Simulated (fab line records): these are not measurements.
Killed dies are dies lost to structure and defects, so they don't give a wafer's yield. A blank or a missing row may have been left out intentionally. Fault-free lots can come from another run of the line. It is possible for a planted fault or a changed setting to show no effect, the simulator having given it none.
Which tool is to blame? || flow n5_finfet || 24 wafers from 8 lots sampled at 7 of the route's 1938 steps

== WHAT EACH GAUGE READ, for each wafer ==
N5_BEOL_M4_RC_MEAS_101. Usual: DIBL_N 36.5 mV/V, standard deviation 2.1; DIBL_P 36.6 mV/V, standard deviation 2.6; IOFF_N 0.17 nA/um, standard deviation 0.044; IOFF_P 0.21 nA/um, standard deviation 0.048; ION_N 674 uA/um, standard deviation 17; ION_P 462 uA/um, standard deviation 9.5; SS_N 71.6 mV/dec, standard deviation 0.77; SS_P 73.5 mV/dec, standard deviation 0.72; VT_N 250 mV, standard deviation 4.2; VT_P -250 mV, standard deviation 3.9.
{"lot": "L499", "measured": "day 10 01:57", "on": "prober-02", "DIBL_N (mV/V)": "33.3 38.8 31.5", "DIBL_P (mV/V)": "32.4 39.3 30.2", "IOFF_N (nA/um)": "0.09 0.19 0.08", "IOFF_P (nA/um)": "0.16 0.26 0.13", "ION_N (uA/um)": "644 676 636", "ION_P (uA/um)": "452 469 452", "SS_N (mV/dec)": "70.7 71.5 70.1", "SS_P (mV/dec)": "71.9 74.8 72.3", "VT_N (mV)": "259 250 262", "VT_P (mV)": "-254 -247 -256", "flag": ""}
{"lot": "L502", "measured": "day 10 06:04", "on": "prober-01", "DIBL_N (mV/V)": "41.7 34.2 40.5", "DIBL_P (mV/V)": "40.4 32.3 40.5", "IOFF_N (nA/um)": "0.31 0.13 0.29", "IOFF_P (nA/um)": "0.35 0.19 0.34", "ION_N (uA/um)": "707 678 703", "ION_P (uA/um)": "476 467 475", "SS_N (mV/dec)": "73.8 70.7 72.2", "SS_P (mV/dec)": "74.9 72.7 74.8", "VT_N (mV)": "241 251 241", "VT_P (mV)": "-242 -250 -243", "flag": ""}
{"lot": "L500", "measured": "day 10 07:56", "on": "prober-02", "DIBL_N (mV/V)": "33.7 34.9 37.0", "DIBL_P (mV/V)": "33.7 33.9 37.6", "IOFF_N (nA/um)": "0.12 0.13 0.17", "IOFF_P (nA/um)": "0.17 0.17 0.22", "ION_N (uA/um)": "661 671 684", "ION_P (uA/um)": "458 460 468", "SS_N (mV/dec)": "70.5 70.6 71.1", "SS_P (mV/dec)": "73.0 73.4 74.7", "VT_N (mV)": "251 255 248", "VT_P (mV)": "-253 -254 -252", "flag": ""}
{"lot": "L501", "measured": "day 10 11:35", "on": "prober-02", "DIBL_N (mV/V)": "37.2 40.6 39.5", "DIBL_P (mV/V)": "37.7 42.3 40.8", "IOFF_N (nA/um)": "0.14 0.24 0.20", "IOFF_P (nA/um)": "0.20 0.28 0.25", "ION_N (uA/um)": "667 706 685", "ION_P (uA/um)": "462 478 465", "SS_N (mV/dec)": "71.1 72.4 72.2", "SS_P (mV/dec)": "73.0 74.4 74.3", "VT_N (mV)": "253 241 248", "VT_P (mV)": "-253 -245 -247", "flag": ""}
{"lot": "L511", "measured": "day 13 00:13", "on": "prober-01", "DIBL_N (mV/V)": "38.7 38.1 36.4", "DIBL_P (mV/V)": "38.6 38.9 36.6", "IOFF_N (nA/um)": "0.21 0.21 0.16", "IOFF_P (nA/um)": "0.25 0.25 0.21", "ION_N (uA/um)": "703 696 677", "ION_P (uA/um)": "473 480 455", "SS_N (mV/dec)": "71.7 71.5 70.9", "SS_P (mV/dec)": "74.1 73.7 73.3", "VT_N (mV)": "243 244 248", "VT_P (mV)": "-249 -248 -250", "flag": ""}
{"lot": "L515", "measured": "day 13 11:56", "on": "prober-01", "DIBL_N (mV/V)": "37.2 33.4 35.6", "DIBL_P (mV/V)": "36.8 33.5 34.8", "IOFF_N (nA/um)": "0.19 0.13 0.16", "IOFF_P (nA/um)": "0.27 0.20 0.23", "ION_N (uA/um)": "692 670 662", "ION_P (uA/um)": "484 467 469", "SS_N (mV/dec)": "72.1 70.7 71.8", "SS_P (mV/dec)": "74.2 73.6 73.9", "VT_N (mV)": "245 251 249", "VT_P (mV)": "-244 -249 -244", "flag": ""}
{"lot": "L518", "measured": "day 14 19:44", "on": "prober-01", "DIBL_N (mV/V)": "37.5 36.8 38.7", "DIBL_P (mV/V)": "38.9 37.7 40.5", "IOFF_N (nA/um)": "0.19 0.17 0.22", "IOFF_P (nA/um)": "0.24 0.23 0.26", "ION_N (uA/um)": "684 680 683", "ION_P (uA/um)": "467 472 461", "SS_N (mV/dec)": "71.8 72.5 72.5", "SS_P (mV/dec)": "73.3 73.1 73.6", "VT_N (mV)": "248 249 247", "VT_P (mV)": "-251 -248 -246", "flag": ""}
{"lot": "L520", "measured": "day 15 03:29", "on": "prober-02", "DIBL_N (mV/V)": "34.4 36.6 37.4", "DIBL_P (mV/V)": "33.6 36.6 37.9", "IOFF_N (nA/um)": "0.13 0.17 0.18", "IOFF_P (nA/um)": "0.17 0.22 0.24", "ION_N (uA/um)": "667 691 679", "ION_P (uA/um)": "457 472 468", "SS_N (mV/dec)": "70.5 71.7 71.6", "SS_P (mV/dec)": "72.3 73.8 73.5", "VT_N (mV)": "250 249 250", "VT_P (mV)": "-251 -248 -246", "flag": ""}

N5_BEOL_M7_THK_MEAS_53: measures by xrf. Usual: M7_THK 78.8 nm, standard deviation 2.6.
{"lot": "L499", "measured": "day 11 12:29", "on": "film_metro-02", "M7_THK (nm)": "83.1 72.7 77.3", "flag": ""}
{"lot": "L502", "measured": "day 11 14:29", "on": "film_metro-01", "M7_THK (nm)": "295.5 297.7 298.7", "flag": "OFF"}
{"lot": "L500", "measured": "day 11 17:07", "on": "film_metro-02", "M7_THK (nm)": "300.2 298.8 297.4", "flag": "OFF"}
{"lot": "L501", "measured": "day 11 21:47", "on": "film_metro-02", "M7_THK (nm)": "298.6 293.6 296.7", "flag": "OFF"}
{"lot": "L511", "measured": "day 14 11:41", "on": "film_metro-02", "M7_THK (nm)": "81.1 80.6 76.3", "flag": ""}
{"lot": "L515", "measured": "day 14 23:29", "on": "film_metro-01", "M7_THK (nm)": "79.0 80.9 81.2", "flag": ""}
{"lot": "L518", "measured": "day 16 05:34", "on": "film_metro-01", "M7_THK (nm)": "80.0 80.6 79.8", "flag": ""}
{"lot": "L520", "measured": "day 16 09:49", "on": "film_metro-02", "M7_THK (nm)": "78.7 78.6 79.3", "flag": ""}

N5_BEOL_M7_RS_MEAS_57: measurement is done with a four-point probe. Usual: M7_RS 0.289 ohm/sq, standard deviation 0.011.
{"lot": "L499", "measured": "day 11 12:37", "on": "film_metro-02", "M7_RS (ohm/sq)": "0.270 0.315 0.294", "flag": ""}
{"lot": "L502", "measured": "day 11 14:37", "on": "film_metro-02", "M7_RS (ohm/sq)": "0.065 0.065 0.064", "flag": "OFF"}
{"lot": "L500", "measured": "day 11 17:14", "on": "film_metro-01", "M7_RS (ohm/sq)": "0.064 0.064 0.065", "flag": "OFF"}
{"lot": "L501", "measured": "day 11 21:55", "on": "film_metro-01", "M7_RS (ohm/sq)": "0.064 0.065 0.064", "flag": "OFF"}
{"lot": "L511", "measured": "day 14 11:49", "on": "film_metro-01", "M7_RS (ohm/sq)": "0.279 0.280 0.299", "flag": ""}
{"lot": "L515", "measured": "day 14 23:37", "on": "film_metro-01", "M7_RS (ohm/sq)": "0.286 0.277 0.278", "flag": ""}
{"lot": "L518", "measured": "day 16 05:41", "on": "film_metro-01", "M7_RS (ohm/sq)": "0.285 0.282 0.285", "flag": ""}
{"lot": "L520", "measured": "day 16 09:56", "on": "film_metro-01", "M7_RS (ohm/sq)": "0.289 0.288 0.285", "flag": ""}

N5_BEOL_M7_INSPECT_58: inspects for defects (darkfield). Usual: raw_defect_count reads 70 (standard deviation 23).
{"lot": "L499", "measured": "day 11 12:39", "on": "defect_inspect-01", "raw_defect_count": "63 89 61", "flag": ""}
{"lot": "L502", "measured": "day 11 14:38", "on": "defect_inspect-01", "raw_defect_count": "1327 1307 1298", "flag": "OFF"}
{"lot": "L500", "measured": "day 11 17:16", "on": "defect_inspect-02", "raw_defect_count": "1305 1297 1243", "flag": "OFF"}
{"lot": "L501", "measured": "day 11 21:57", "on": "defect_inspect-02", "raw_defect_count": "1292 1306 1259", "flag": "OFF"}
{"lot": "L511", "measured": "day 14 11:50", "on": "defect_inspect-01", "raw_defect_count": "74 77 80", "flag": ""}
{"lot": "L515", "measured": "day 14 23:38", "on": "defect_inspect-02", "raw_defect_count": "89 45 41", "flag": ""}
{"lot": "L518", "measured": "day 16 05:43", "on": "defect_inspect-02", "raw_defect_count": "76 120 57", "flag": ""}
{"lot": "L520", "measured": "day 16 09:58", "on": "defect_inspect-01", "raw_defect_count": "57 54 94", "flag": ""}

== TOOL THAT RAN EACH LOT (tool first, then ch and the chambers of the sampled wafers, then the start) ==
{"lot": "L499", "N5_BEOL_M7_ETCH_41": "rie_diel-02 ch 0,1,3, day 11 12:16 or earlier", "N5_BEOL_M7_STRIP_80": "rie_diel-02 ch 0,1,3, day 11 12:16 or earlier", "N5_BEOL_M7_CMP_52": "cmp-04 ch 1,2,3, day 11 12:16"}
{"lot": "L502", "N5_BEOL_M7_ETCH_41": "rie_diel-03 ch 0,1,2, day 11 14:11 or earlier", "N5_BEOL_M7_STRIP_80": "rie_diel-03 ch 0,1,2, day 11 14:11 or earlier", "N5_BEOL_M7_CMP_52": "cmp-04 ch 1,2,3, day 11 14:11"}
{"lot": "L500", "N5_BEOL_M7_ETCH_41": "rie_diel-03 ch 2,3, day 11 16:52 or earlier", "N5_BEOL_M7_STRIP_80": "rie_diel-03 ch 2,3, day 11 16:52 or earlier", "N5_BEOL_M7_CMP_52": "cmp-04 ch 2,3, day 11 16:52"}
{"lot": "L501", "N5_BEOL_M7_ETCH_41": "rie_diel-06 ch 0,1,2, day 11 21:34 or earlier", "N5_BEOL_M7_STRIP_80": "rie_diel-06 ch 0,1,2, day 11 21:34 or earlier", "N5_BEOL_M7_CMP_52": "cmp-04 ch 0,1,2, day 11 21:34"}
{"lot": "L511", "N5_BEOL_M7_ETCH_41": "rie_diel-03 ch 0,1,2, day 14 11:23 or earlier", "N5_BEOL_M7_STRIP_80": "rie_diel-03 ch 0,1,2, day 14 11:23 or earlier", "N5_BEOL_M7_CMP_52": "cmp-04 ch 0,1,2, day 14 11:23"}
{"lot": "L515", "N5_BEOL_M7_ETCH_41": "rie_diel-03 ch 1,3, day 14 23:16 or earlier", "N5_BEOL_M7_STRIP_80": "rie_diel-03 ch 1,3, day 14 23:16 or earlier", "N5_BEOL_M7_CMP_52": "cmp-04 ch 0,1,3, day 14 23:16"}
{"lot": "L518", "N5_BEOL_M7_ETCH_41": "rie_diel-03 ch 2,3, day 16 05:18 or earlier", "N5_BEOL_M7_STRIP_80": "rie_diel-03 ch 2,3, day 16 05:18 or earlier", "N5_BEOL_M7_CMP_52": "cmp-04 ch 0,1, day 16 05:18"}
{"lot": "L520", "N5_BEOL_M7_ETCH_41": "rie_diel-06 ch 0,3, day 16 09:33 or earlier", "N5_BEOL_M7_STRIP_80": "rie_diel-06 ch 0,3, day 16 09:33 or earlier", "N5_BEOL_M7_CMP_52": "cmp-04 ch 0,1,2, day 16 09:33"}
- N5_BEOL_M7_ETCH_41: etches SiCN in CH3F/O2, target depth 31.9 nm, time 57.8 s.
- N5_BEOL_M7_STRIP_80: strips in N2/H2, time 10 s.
- N5_BEOL_M7_CMP_52: polishes, stops on SiCOH lowk, t overpolish 6.9 s, target thk 80 nm.

== AS READ BY THE TOOLS THEMSELVES (means over the sampled wafers that have a number; for cases with no such wafer, the mark the record gives instead) ==
N5_BEOL_M7_ETCH_41. Usual: bias_w 75.03 W, standard deviation 0.23; drypump_motor_current_A 5.7 A, standard deviation 0.46; oes_product_au 0.78 a.u., standard deviation 0.07; rf_vpp_V 297.4 V, standard deviation 1.4; showerhead_plenum_p_Torr 2.00 Torr, standard deviation 0.061; throttle_valve_pct 16.35 %, standard deviation 0.22.
{"lot": "L499", "tool": "rie_diel-02", "bias_w (W)": 74.90, "drypump_motor_current_A (A)": 5.5, "oes_product_au (a.u.)": 0.78, "rf_vpp_V (V)": 297.0, "showerhead_plenum_p_Torr (Torr)": 1.97, "throttle_valve_pct (%)": 16.25, "flag": ""}
{"lot": "L502", "tool": "rie_diel-03", "bias_w (W)": 75.18, "drypump_motor_current_A (A)": 6.0, "oes_product_au (a.u.)": 0.75, "rf_vpp_V (V)": 297.0, "showerhead_plenum_p_Torr (Torr)": 2.03, "throttle_valve_pct (%)": 16.35, "flag": ""}
{"lot": "L500", "tool": "rie_diel-03", "bias_w (W)": 75.00, "drypump_motor_current_A (A)": 5.1, "oes_product_au (a.u.)": 0.72, "rf_vpp_V (V)": 298.0, "showerhead_plenum_p_Torr (Torr)": 2.07, "throttle_valve_pct (%)": 16.59, "flag": ""}
{"lot": "L501", "tool": "rie_diel-06", "bias_w (W)": 75.05, "drypump_motor_current_A (A)": 5.6, "oes_product_au (a.u.)": 0.83, "rf_vpp_V (V)": 295.8, "showerhead_plenum_p_Torr (Torr)": 1.95, "throttle_valve_pct (%)": 16.25, "flag": ""}
{"lot": "L511", "tool": "rie_diel-03", "bias_w (W)": 75.22, "drypump_motor_current_A (A)": 5.9, "oes_product_au (a.u.)": 0.83, "rf_vpp_V (V)": 297.6, "showerhead_plenum_p_Torr (Torr)": 2.02, "throttle_valve_pct (%)": 16.22, "flag": ""}
{"lot": "L515", "tool": "rie_diel-03", "bias_w (W)": 74.55, "drypump_motor_current_A (A)": 5.9, "oes_product_au (a.u.)": 0.73, "rf_vpp_V (V)": 297.0, "showerhead_plenum_p_Torr (Torr)": 2.01, "throttle_valve_pct (%)": 16.52, "flag": ""}
{"lot": "L518", "tool": "rie_diel-03", "bias_w (W)": 74.83, "drypump_motor_current_A (A)": 5.1, "oes_product_au (a.u.)": 0.78, "rf_vpp_V (V)": 299.1, "showerhead_plenum_p_Torr (Torr)": 2.06, "throttle_valve_pct (%)": 16.47, "flag": ""}
{"lot": "L520", "tool": "rie_diel-06", "bias_w (W)": 75.02, "drypump_motor_current_A (A)": 5.7, "oes_product_au (a.u.)": 0.72, "rf_vpp_V (V)": 296.5, "showerhead_plenum_p_Torr (Torr)": 1.96, "throttle_valve_pct (%)": 16.46, "flag": ""}

N5_BEOL_M7_STRIP_80. Usual: drypump_motor_current_A 5.7 A, standard deviation 0.46; oes_product_au 0.78 a.u., standard deviation 0.07; rf_vpp_V 59.1 V, standard deviation 0.93; showerhead_plenum_p_Torr 2.54 Torr, standard deviation 0.077; throttle_valve_pct 23.7 %, standard deviation 0.37.
{"lot": "L499", "tool": "rie_diel-02", "drypump_motor_current_A (A)": 5.5, "oes_product_au (a.u.)": 0.79, "rf_vpp_V (V)": 59.1, "showerhead_plenum_p_Torr (Torr)": 2.51, "throttle_valve_pct (%)": 23.5, "flag": ""}
{"lot": "L502", "tool": "rie_diel-03", "drypump_motor_current_A (A)": 6.0, "oes_product_au (a.u.)": 0.76, "rf_vpp_V (V)": 60.0, "showerhead_plenum_p_Torr (Torr)": 2.58, "throttle_valve_pct (%)": 23.8, "flag": ""}
{"lot": "L500", "tool": "rie_diel-03", "drypump_motor_current_A (A)": 5.1, "oes_product_au (a.u.)": 0.71, "rf_vpp_V (V)": 59.9, "showerhead_plenum_p_Torr (Torr)": 2.62, "throttle_valve_pct (%)": 24.0, "flag": ""}
{"lot": "L501", "tool": "rie_diel-06", "drypump_motor_current_A (A)": 5.6, "oes_product_au (a.u.)": 0.84, "rf_vpp_V (V)": 58.7, "showerhead_plenum_p_Torr (Torr)": 2.46, "throttle_valve_pct (%)": 23.5, "flag": ""}
{"lot": "L511", "tool": "rie_diel-03", "drypump_motor_current_A (A)": 6.0, "oes_product_au (a.u.)": 0.83, "rf_vpp_V (V)": 58.8, "showerhead_plenum_p_Torr (Torr)": 2.57, "throttle_valve_pct (%)": 23.6, "flag": ""}
{"lot": "L515", "tool": "rie_diel-03", "drypump_motor_current_A (A)": 5.9, "oes_product_au (a.u.)": 0.73, "rf_vpp_V (V)": 59.6, "showerhead_plenum_p_Torr (Torr)": 2.55, "throttle_valve_pct (%)": 23.7, "flag": ""}
{"lot": "L518", "tool": "rie_diel-03", "drypump_motor_current_A (A)": 5.1, "oes_product_au (a.u.)": 0.76, "rf_vpp_V (V)": 59.0, "showerhead_plenum_p_Torr (Torr)": 2.61, "throttle_valve_pct (%)": 23.9, "flag": ""}
{"lot": "L520", "tool": "rie_diel-06", "drypump_motor_current_A (A)": 5.7, "oes_product_au (a.u.)": 0.72, "rf_vpp_V (V)": 60.4, "showerhead_plenum_p_Torr (Torr)": 2.48, "throttle_valve_pct (%)": 23.5, "flag": ""}

N5_BEOL_M7_CMP_52. Usual: barrier_field_endpoint_s 29.0 s, standard deviation 0.86; clearing_platen_down_force_psi 1.500 psi, standard deviation 0.0031; motor_current_A 6.3 A, standard deviation 0.69; overpolish_run_s 6.899 s, standard deviation 0.0095; time_to_endpoint_s 63 s, standard deviation 3.7.
{"lot": "L499", "tool": "cmp-04", "barrier_field_endpoint_s (s)": 29.2, "clearing_platen_down_force_psi (psi)": 1.499, "motor_current_A (A)": 6.2, "overpolish_run_s (s)": 6.903, "time_to_endpoint_s (s)": 64, "flag": ""}
{"lot": "L502", "tool": "cmp-04", "barrier_field_endpoint_s (s)": "-", "clearing_platen_down_force_psi (psi)": "-", "motor_current_A (A)": "-", "overpolish_run_s (s)": "-", "time_to_endpoint_s (s)": "-", "flag": "OFF"}
{"lot": "L500", "tool": "cmp-04", "barrier_field_endpoint_s (s)": "-", "clearing_platen_down_force_psi (psi)": "-", "motor_current_A (A)": "-", "overpolish_run_s (s)": "-", "time_to_endpoint_s (s)": "-", "flag": "OFF"}
{"lot": "L501", "tool": "cmp-04", "barrier_field_endpoint_s (s)": "-", "clearing_platen_down_force_psi (psi)": "-", "motor_current_A (A)": "-", "overpolish_run_s (s)": "-", "time_to_endpoint_s (s)": "-", "flag": "OFF"}
{"lot": "L511", "tool": "cmp-04", "barrier_field_endpoint_s (s)": 29.6, "clearing_platen_down_force_psi (psi)": 1.498, "motor_current_A (A)": 6.2, "overpolish_run_s (s)": 6.903, "time_to_endpoint_s (s)": 68, "flag": ""}
{"lot": "L515", "tool": "cmp-04", "barrier_field_endpoint_s (s)": 30.3, "clearing_platen_down_force_psi (psi)": 1.500, "motor_current_A (A)": 6.4, "overpolish_run_s (s)": 6.891, "time_to_endpoint_s (s)": 67, "flag": ""}
{"lot": "L518", "tool": "cmp-04", "barrier_field_endpoint_s (s)": 28.8, "clearing_platen_down_force_psi (psi)": 1.496, "motor_current_A (A)": 6.6, "overpolish_run_s (s)": 6.897, "time_to_endpoint_s (s)": 63, "flag": ""}
{"lot": "L520", "tool": "cmp-04", "barrier_field_endpoint_s (s)": 30.0, "clearing_platen_down_force_psi (psi)": 1.497, "motor_current_A (A)": 6.2, "overpolish_run_s (s)": 6.906, "time_to_endpoint_s (s)": 62, "flag": ""}

== THE ANSWER, worked out from the rows above alone ==
Rule: a lot counts as off when the mean over its wafers that have a number is more than 3 standard deviations away from the usual mean. A lot without any number at a reading at which 4 lots or more have one is off too. Where the step has rows for the other lots, those lots are counted as sound. After the gauges, taken in route order, come the tools' own readings; for these a lot's mean is taken, as printed above. The first step at which some lot is off is used, and at that step the reading that is off furthest; a lot without a number counts as furthest.
Off: L502, L500, L501, at N5_BEOL_M7_THK_MEAS_53 (M7_THK).
A tool fits if, at a process step before that reading, it ran every lot that is off, and no sound lot after the first of them. Not tried: the gauges at N5_BEOL_M7_THK_MEAS_53; whatever is off there is also off at N5_BEOL_M7_INSPECT_58, on other tools, and gauge error can't account for it. With no start given for some of its lots, N5_BEOL_M7_ETCH_41 uses the hours and lot order of N5_BEOL_M7_CMP_52. With no start given for some of its lots, N5_BEOL_M7_STRIP_80 uses the hours and lot order of N5_BEOL_M7_CMP_52. Not one of the candidates tried fits.

== WHAT WAS PUT IN BY THE SIMULATOR ==
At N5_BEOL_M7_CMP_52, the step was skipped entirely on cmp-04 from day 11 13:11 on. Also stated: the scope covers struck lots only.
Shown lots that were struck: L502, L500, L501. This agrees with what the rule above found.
